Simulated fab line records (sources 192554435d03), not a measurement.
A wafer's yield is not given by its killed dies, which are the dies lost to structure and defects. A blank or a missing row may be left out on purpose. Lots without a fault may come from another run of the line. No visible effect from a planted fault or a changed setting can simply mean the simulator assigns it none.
Matching of chambers	flow n5Finfet	4 sister chambers for N5_STI_FIN_REVEAL_ETCHBACK_08 on rieDiel-01
The step etches SiO2 in C4F6/O2, target depth 30.5 nm, time 10.167 s. 16 wafers are shown with their chamber, then 8 later ones without.

## EACH WAFER AND ITS CHAMBER
wafer	chamber	drypumpMotorCurrentA (A)	throttleValvePct (%)	rfVppV (V)
L074.1	2	5.9	20.98	669
L074.3	0	6.4	21.57	669
L074.5	0	6.4	21.57	669
L079.2	2	5.9	21.00	670
L079.3	0	6.5	21.58	669
L079.5	3	6.1	21.22	664
L080.1	0	6.5	21.61	668
L080.2	3	6.1	21.22	663
L080.6	2	5.9	21.02	670
L082.3	2	5.9	21.02	668
L082.4	2	5.9	21.00	670
L082.5	3	6.1	21.24	663
L083.1	3	6.1	21.22	662
L083.3	0	6.5	21.23	681
L083.5	1	6.6	21.41	665
L084.1	0	6.4	21.25	680

SIGNATURES (averages over the wafers above)
reading	chamber 0	chamber 1	chamber 2	chamber 3	scatter within a chamber
drypumpMotorCurrentA	6.450	6.600	5.900	6.100	0.0354
throttleValvePct	21.4683	21.4100	21.0040	21.2250	0.115
rfVppV	672.67	665.00	669.40	663.00	3.98
Rule: for each reading, subtract the chamber's mean from the wafer's reading, divide by that reading's scatter and square the result; add these up over the readings and take the root, which gives the wafer's distance from the chamber. If the next closest chamber is less than 2 further off than the closest, the wafer can't be placed; otherwise it belongs to the closest. The scatter: the root of (the sum of the squares of (reading less its chamber's mean) over the shown wafers, divided by (wafers less chambers)).

## WAFERS WHOSE CHAMBER IS MISSING
wafer	drypumpMotorCurrentA (A)	throttleValvePct (%)	rfVppV (V)
L084.3	6.1	21.23	662
L084.5	5.9	21.02	670
L096.1	6.5	21.29	680
L096.2	6.6	21.45	667
L096.6	6.5	21.27	680
L097.1	6.5	21.29	680
L097.2	6.6	21.45	664
L097.4	5.9	21.07	670

## CHAMBER TAKEN BY EACH
wafer	from the rows above	in truth
L084.3	3	3
L084.5	2	2
L096.1	0	0
L096.2	1	1
L096.6	can't be placed: 0 or 1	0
L097.1	0	0
L097.2	1	1
L097.4	2	2
Correctly placed: 7 of 8. Not placeable from these rows: 1 (in 1, the candidates include the true chamber). 0 placed wrongly.
